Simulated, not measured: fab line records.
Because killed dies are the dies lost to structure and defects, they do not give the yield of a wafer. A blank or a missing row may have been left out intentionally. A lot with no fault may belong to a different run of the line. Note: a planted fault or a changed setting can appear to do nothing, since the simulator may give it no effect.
Lot-split experiment ; flow n5 finfet ; 39 wafers read across 7 lots, on a route 1938 steps long

## ABOUT THE SPLIT
At N5_BEOL_M3_ILD_DEP_00 (deposits SiOC from DEMS/O2, target thk 79 nm, time 15.3 s), the setting time s was moved away from the recipe's 15.3 s on 15 of the 39 wafers read, by -56.1% to +52.2%. The other wafers ran this setting at the recipe's value.

No step appears in the file between the split and the reading.

## THE READING
M3_ILD_THK (nm), taken at N5_BEOL_M3_THK_MEAS_01. A value of 78.8 nm with a standard deviation of 1.1 nm is what fault-free wafers of this fab line usually give.

wafer;tool, chamber at the split;time s as run, s;against the recipe;M3_ILD_THK, nm;against lot-mates on the recipe
L076.1;pecvd-01, 0,1;15.3;recipe;78.9;-
L076.2;pecvd-01, 0,1;15.3;recipe;79.1;-
L076.3;pecvd-01, 2;6.718;-56.1%;32.6;-46.9
L076.4;pecvd-01, 1;6.718;-56.1%;36.4;-43.1
L076.5;pecvd-01, 2;6.718;-56.1%;34.7;-44.8
L076.6;pecvd-01, 0;15.3;recipe;80.5;-
L077.1;pecvd-03, 1;15.3;recipe;79.4;-
L077.2;pecvd-03, 0;15.3;recipe;79.1;-
L077.3;pecvd-03, 2;15.3;recipe;79.9;-
L077.4;pecvd-03, 0;15.3;recipe;81.4;-
L077.5;pecvd-03, 1;15.3;recipe;78.6;-
L077.6;pecvd-03, 2;15.3;recipe;79.7;-
L078.1;pecvd-02, 0;11.54;-24.6%;57.9;-20.7
L078.2;pecvd-02, 2;11.54;-24.6%;59.7;-18.9
L078.3;pecvd-02, 1,0;15.3;recipe;78.2;-
L078.4;pecvd-02, 1;11.54;-24.6%;59.8;-18.8
L078.5;pecvd-02, 1,0;15.3;recipe;78.3;-
L078.6;pecvd-02, 2;15.3;recipe;79.2;-
L086.2;pecvd-02, 1;15.3;recipe;78.5;-
L086.3;pecvd-02, 0;15.3;recipe;78.6;-
L086.4;pecvd-02, 1;15.3;recipe;80.1;-
L087.1;pecvd-03, 2;15.3;recipe;78.1;-
L087.2;pecvd-03, 1;15.3;recipe;76.5;-
L087.3;pecvd-03, 0;21.77;+42.3%;110.7;+32.4
L087.4;pecvd-03, 1;21.77;+42.3%;112.0;+33.7
L087.5;pecvd-03, 2;21.77;+42.3%;112.6;+34.3
L087.6;pecvd-03, 0;15.3;recipe;80.4;-
L090.1;pecvd-01, 0;8.862;-42.1%;46.8;-32.7
L090.2;pecvd-01, 2;15.3;recipe;78.1;-
L090.3;pecvd-01, 1;8.862;-42.1%;45.5;-34.0
L090.4;pecvd-01, 2;15.3;recipe;79.7;-
L090.5;pecvd-01, 0;15.3;recipe;80.7;-
L090.6;pecvd-01, 1;8.862;-42.1%;47.6;-31.9
L095.1;pecvd-02, 1;23.29;+52.2%;117.6;+39.7
L095.2;pecvd-02, 0;15.3;recipe;76.5;-
L095.3;pecvd-02, 2;23.29;+52.2%;117.2;+39.3
L095.4;pecvd-02, 0;15.3;recipe;79.5;-
L095.5;pecvd-02, 2;23.29;+52.2%;120.3;+42.4
L095.6;pecvd-02, 1;15.3;recipe;77.6;-
If several chambers appear in one row, that row covers several wafers at once and the file leaves open which wafer was in which chamber.

THE FIT
A straight line over all 39 wafers: M3_ILD_THK changes by +0.775 nm for each +1% of time s; r = +1.00; the points scatter about the line by 1.3 nm.
The same after taking each lot's own level away (the mean of its wafers on the recipe; 39 wafers): +0.788 nm for each +1%; r = +1.00; scatter 1.1 nm.
According to that fit, moving time s by its largest amount changes the reading by 44 nm.
The span of the lots' own levels, 77.87 to 79.68 nm, comes to 1.7 times the standard deviation stated above.
The two slopes are in agreement: the lot-to-lot level therefore moves the slope only a little.
Check: -43.9 nm against its lot-mates is what the line predicts for one of the wafers moved furthest among these (-56.1%) when that wafer is left out of the fit. It came out at -46.9 nm against them.

## THE WHOLE CHAIN: every reading that the file lists as answering this split, in the file's order
step;what it does;reading;change (the file's fit);r (the file's)
N5_BEOL_M3_ILD_DEP_00;deposits SiOC from DEMS/O2, target thk 79 nm, time 15.3 s;SiOC_of_BEOL_M3_ILD_DEP_00.thk nm (the simulator's own value, which no gauge read);+0.788 nm for each +1% of the setting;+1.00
N5_BEOL_M3_THK_MEAS_01;;M3_ILD_THK;+0.788 for each +1% of the setting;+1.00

## THE FILE'S OWN FIT
M3_ILD_THK changes by +0.788 nm for each +1% of time s, r = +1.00.
